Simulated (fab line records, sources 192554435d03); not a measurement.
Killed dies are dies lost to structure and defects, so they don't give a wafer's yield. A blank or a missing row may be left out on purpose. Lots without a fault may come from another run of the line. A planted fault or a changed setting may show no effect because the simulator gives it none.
One fault seen from 2 desks | flow n5_finfet | each desk has only its own numbers; what lay behind them comes last

THE METROLOGY DESK
What the gauges read, lot by lot, whatever tool the lot ran on: means of the sampled wafers that have a number. A lot is out of limits, marked OUT, if its mean lies more than 4 standard deviations from the usual mean; the brackets give that distance.
Columns: A = MIM_TOP_OVL at N5_MIM_TOP_LITHO_OVL_MEAS_11, usual -2 nm; B = cd_nm at N5_MIM_BOT_LITHO_CD_MEAS_08, usual 2999.3 nm
lot  | first seen here | A   | B
L166 | day 14 12:23    | 1   | 2999.5
L170 | day 16 16:01    | -1  | 3000.3
L174 | day 16 17:03    | 3   | 3001.2
L176 | day 17 03:49    | -3  | 2997.6
L180 | day 18 02:41    | 7   | 2997.2
L182 | day 18 17:29    | 4   | 2999.3
L181 | day 19 05:43    | -13 | 2999.4
L184 | day 19 08:43    | -1  | 3001.0
L183 | day 19 23:32    | -10 | 2999.8
L187 | day 20 11:28    | -7  | 2998.1
L186 | day 21 18:28    | -4  | 2997.0
This desk's finding: nothing out of limits on any of the 11 lots.

THE TOOL OWNER'S DESK: rie_diel-06
The tool's own readings at N5_MIM_TOP_ETCH_STRIP_01 (strips in O2): means of the sampled wafers that have a number, for each lot that ran on this tool. A lot is out of limits, marked OUT, if its mean lies more than 4 standard deviations from the usual mean; the brackets give that distance.
Columns: A = chamber_pressure_mTorr at N5_MIM_TOP_ETCH_STRIP_01, usual 30.01 mTorr; B = drypump_motor_current_A at N5_MIM_TOP_ETCH_STRIP_01, usual 5.7 A; C = oes_product_au at N5_MIM_TOP_ETCH_STRIP_01, usual 0.81 a.u.; D = rf_vpp_V at N5_MIM_TOP_ETCH_STRIP_01, usual 3.8 V; E = showerhead_plenum_p_Torr at N5_MIM_TOP_ETCH_STRIP_01, usual 2.09 Torr; F = temp_c at N5_MIM_TOP_ETCH_STRIP_01, usual 59.99 C; G = throttle_valve_pct at N5_MIM_TOP_ETCH_STRIP_01, usual 16.59 %
lot  | first seen here | A     | B   | C    | D   | E    | F     | G
L170 | day 16 16:26    | 29.94 | 5.4 | 0.87 | 5.6 | 2.08 | 59.88 | 16.34
L174 | day 16 17:49    | 30.03 | 5.7 | 0.87 | 2.8 | 2.08 | 59.99 | 16.45
L176 | day 17 04:06    | 30.04 | 5.4 | 0.87 | 3.1 | 2.08 | 60.24 | 16.37
L180 | day 18 02:58    | 30.04 | 5.7 | 0.83 | 3.8 | 2.07 | 60.27 | 16.48
L187 | day 20 11:52    | 29.97 | 5.4 | 0.83 | 3.7 | 2.07 | 60.06 | 16.39
This desk's finding: nothing out of limits on any of the 5 lots.

PUT TOGETHER
The metrology desk saw nothing out of limits.
The tool owner's desk saw nothing out of limits.

WHAT THE SIMULATOR HAD PUT IN
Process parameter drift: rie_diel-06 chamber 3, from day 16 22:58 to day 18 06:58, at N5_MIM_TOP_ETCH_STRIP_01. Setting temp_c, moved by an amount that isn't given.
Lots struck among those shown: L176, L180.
